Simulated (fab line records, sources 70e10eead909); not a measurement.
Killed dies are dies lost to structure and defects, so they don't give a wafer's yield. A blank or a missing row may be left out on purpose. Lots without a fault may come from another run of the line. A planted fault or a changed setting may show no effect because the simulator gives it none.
Which tool did it? | flow nand_harc | 14 lots, 42 wafers sampled, at 4 steps of a route of 1159

WHAT THE GAUGES READ, wafer by wafer
NHARC_A_SGD_CUT_CD_MEAS_09: target cd 100 nm.
lot  | measured     | on        | cd_nm (nm)
L780 | day 13 13:25 | cd_sem-01 | 98.6 99.3 99.7
L783 | day 14 20:09 | cd_sem-02 | 99.8 100.2 99.3
L784 | day 15 03:44 | cd_sem-01 | 101.3 100.6 100.9
L787 | day 15 07:37 | cd_sem-03 | 100.7 99.6 100.9
L786 | day 16 09:02 | cd_sem-03 | 100.1 101.5 100.1
L789 | day 16 09:19 | cd_sem-03 | - - -
L791 | day 16 10:39 | cd_sem-02 | - - -
L788 | day 16 11:04 | cd_sem-02 | 100.4 100.7 99.9
L793 | day 17 23:19 | cd_sem-01 | 100.4 101.2 100.6
L792 | day 18 01:14 | cd_sem-01 | 100.7 101.1 101.1
L802 | day 19 12:47 | cd_sem-01 | 99.7 100.0 101.5
L799 | day 19 13:41 | cd_sem-03 | 99.8 99.8 100.2
L803 | day 19 19:53 | cd_sem-03 | 99.9 99.4 99.5
L801 | day 19 20:10 | cd_sem-03 | 100.1 100.2 99.9

WHICH TOOL RAN EACH LOT (tool, then ch and the chambers of the sampled wafers, then the start)
lot  | NHARC_A_STAIRCASE_ETCHBACK_422     | NHARC_A_STAIRCASE_CMP_472     | NHARC_A_SGD_CUT_PEB_07
L780 | rie_diel-03 ch 1,2, day 13 10:58   | cmp-02 ch 1,2,3, day 13 12:07 | litho_track-06 ch 0, day 13 13:20
L783 | rie_diel-13 ch 0,1,3, day 14 18:15 | cmp-03 ch 1,2,3, day 14 19:10 | litho_track-04 ch 0, day 14 20:04
L784 | rie_diel-13 ch 0,2,3, day 15 01:29 | cmp-04 ch 0,2,3, day 15 02:37 | litho_track-01 ch 0, day 15 03:39
L787 | rie_diel-13 ch 2,3, day 15 05:28   | cmp-04 ch 0,1,2, day 15 06:29 | litho_track-01 ch 0, day 15 07:32
L786 | rie_diel-04 ch 0,1,2, day 16 07:09 | cmp-02 ch 1,2,3, day 16 08:06 | litho_track-04 ch 0, day 16 08:57
L789 | rie_diel-04 ch 0,1,3, day 16 07:23 | cmp-02 ch 0,1,2, day 16 08:19 | litho_track-06, day 16 09:14
L791 | rie_diel-04 ch 0,1, day 16 08:44   | cmp-02 ch 0,3, day 16 09:38   | litho_track-06, day 16 10:34
L788 | rie_diel-04 ch 1,2,3, day 16 09:01 | cmp-04 ch 0,2,3, day 16 09:56 | litho_track-01 ch 0, day 16 10:59
L793 | rie_diel-13 ch 0,1,3, day 17 21:22 | cmp-03 ch 0,1,3, day 17 22:19 | litho_track-04 ch 0, day 17 23:14
L792 | rie_diel-13 ch 0,2,3, day 17 23:10 | cmp-02 ch 0,2,3, day 18 00:06 | litho_track-01 ch 0, day 18 01:10
L802 | rie_diel-13 ch 0,1, day 19 10:44   | cmp-02 ch 0,2,3, day 19 11:43 | litho_track-04 ch 0, day 19 12:42
L799 | rie_diel-13 ch 0,2,3, day 19 11:17 | cmp-04 ch 0,1,3, day 19 12:32 | litho_track-04 ch 0, day 19 13:36
L803 | rie_diel-04 ch 1,3, day 19 17:44   | cmp-04 ch 0,1,3, day 19 18:56 | litho_track-04 ch 0, day 19 19:49
L801 | rie_diel-13 ch 0,2,3, day 19 17:59 | cmp-02 ch 1,2, day 19 18:59   | litho_track-06 ch 0, day 19 20:05
- NHARC_A_STAIRCASE_ETCHBACK_422: etches the open film in CH3F/O2, target depth 40 nm, time 74.286 s.
- NHARC_A_STAIRCASE_CMP_472: polishes SiO2.
- NHARC_A_SGD_CUT_PEB_07: peb time 65 s.

WHAT THE TOOLS THEMSELVES READ (means of the sampled wafers that have a number; where no wafer has one, the mark that the record gives instead)
NHARC_A_STAIRCASE_ETCHBACK_422.
lot  | tool        | drypump_motor_current_A (A) | oes_product_au (a.u.) | rf_fwd_power_W (W) | rf_vpp_V (V) | showerhead_plenum_p_Torr (Torr) | throttle_valve_pct (%)
L780 | rie_diel-03 | 6.1                         | 0.92                  | 497.1              | 242.6        | 2.32                            | 20.663
L783 | rie_diel-13 | 5.9                         | 1.00                  | 496.1              | 243.0        | 2.36                            | 20.660
L784 | rie_diel-13 | 5.7                         | 0.92                  | 494.5              | 244.8        | 2.45                            | 20.666
L787 | rie_diel-13 | 5.8                         | 0.94                  | 494.0              | 243.3        | 2.40                            | 20.668
L786 | rie_diel-04 | 5.7                         | 0.99                  | 498.9              | 244.7        | 2.48                            | 20.659
L789 | rie_diel-04 | 5.7                         | 0.92                  | 494.9              | 243.6        | 2.41                            | 20.668
L791 | rie_diel-04 | 5.3                         | 1.00                  | 496.5              | 244.9        | 2.46                            | 20.661
L788 | rie_diel-04 | 5.3                         | 0.94                  | 495.5              | 244.5        | 2.42                            | 20.666
L793 | rie_diel-13 | 5.9                         | 0.92                  | 494.8              | 243.5        | 2.34                            | 20.656
L792 | rie_diel-13 | 5.7                         | 1.00                  | 495.3              | 244.2        | 2.44                            | 20.659
L802 | rie_diel-13 | 5.9                         | 0.92                  | 495.3              | 244.2        | 2.40                            | 20.667
L799 | rie_diel-13 | 5.7                         | 0.92                  | 494.8              | 244.0        | 2.44                            | 20.670
L803 | rie_diel-04 | 5.3                         | 0.92                  | 496.7              | 242.6        | 2.34                            | 20.666
L801 | rie_diel-13 | 5.7                         | 1.00                  | 493.9              | 243.9        | 2.44                            | 20.674

NHARC_A_STAIRCASE_CMP_472.
lot  | tool   | motor_current_A (A) | slurry_filter_dp_kPa (kPa)
L780 | cmp-02 | 11.8                | 13.45
L783 | cmp-03 | 12.0                | 13.52
L784 | cmp-04 | 12.4                | 13.41
L787 | cmp-04 | 11.9                | 13.57
L786 | cmp-02 | 11.9                | 13.50
L789 | cmp-02 | 12.1                | 13.51
L791 | cmp-02 | 12.9                | 13.49
L788 | cmp-04 | 12.5                | 13.55
L793 | cmp-03 | 11.6                | 13.53
L792 | cmp-02 | 13.0                | 13.44
L802 | cmp-02 | 12.5                | 13.42
L799 | cmp-04 | 12.4                | 13.67
L803 | cmp-04 | 12.4                | 13.39
L801 | cmp-02 | 11.6                | 13.44

NHARC_A_SGD_CUT_PEB_07.
lot  | tool           | chill_plate_temp_C (C) | exhaust_pa (Pa) | heater_power_total_W (W) | plate_temp_C (C) | resist_line_temp_C (C)
L780 | litho_track-06 | 22.92                  | 44.7            | 156.7                    | 100.20           | 23.08
L783 | litho_track-04 | 23.02                  | 45.1            | 156.8                    | 100.10           | 23.00
L784 | litho_track-01 | 22.97                  | 45.2            | 156.7                    | 99.91            | 22.85
L787 | litho_track-01 | 22.96                  | 46.1            | 156.9                    | 100.03           | 22.98
L786 | litho_track-04 | 22.98                  | 44.6            | 156.8                    | 99.96            | 22.91
L789 | litho_track-06 | -                      | -               | -                        | -                | -
L791 | litho_track-06 | -                      | -               | -                        | -                | -
L788 | litho_track-01 | 23.05                  | 46.7            | 156.2                    | 99.90            | 23.07
L793 | litho_track-04 | 23.11                  | 44.2            | 156.8                    | 99.97            | 23.02
L792 | litho_track-01 | 22.83                  | 45.7            | 156.4                    | 99.96            | 23.01
L802 | litho_track-04 | 23.04                  | 45.6            | 156.5                    | 100.14           | 22.90
L799 | litho_track-04 | 23.02                  | 45.2            | 156.5                    | 100.03           | 23.07
L803 | litho_track-04 | 23.03                  | 45.3            | 156.5                    | 99.99            | 22.83
L801 | litho_track-06 | 22.95                  | 45.4            | 156.5                    | 100.04           | 23.02

THE ANSWER, worked out from the rows above alone
Rule: what is usual is taken from the lots themselves. Put in order of their means at a reading, lots are off if they are a third of the lots or fewer, leave a main group of 4 or more, and stand apart from it by a gap of 3 or more times the standard deviation of the main group's means; of several such gaps the widest counts. A main group whose means are all the same, to the digits that the tables above print for the reading, isn't used. A lot without any number at a reading at which 4 lots or more have one is off too. The other lots that the step has rows for count as sound. The gauges are gone through in route order, then the tools' own readings, and for those a lot's mean is taken as printed above. The first step at which some lot is off is used, and at that step the reading that is off furthest; a lot without a number counts as furthest.
Off: L789, L791, at NHARC_A_SGD_CUT_CD_MEAS_09 (cd_nm). Without a number there: L789, L791. The main group: mean 100.2 nm, standard deviation 0.52.
A tool fits if, at a process step before that reading, it ran every lot that is off, and no sound lot after the first of them. The gauges at NHARC_A_SGD_CUT_CD_MEAS_09 aren't tried: what is off there is off at NHARC_A_SGD_CUT_PEB_07 too, on other tools, and a gauge's error can't cause that. None of those tried fits.

WHAT THE SIMULATOR HAD PUT IN
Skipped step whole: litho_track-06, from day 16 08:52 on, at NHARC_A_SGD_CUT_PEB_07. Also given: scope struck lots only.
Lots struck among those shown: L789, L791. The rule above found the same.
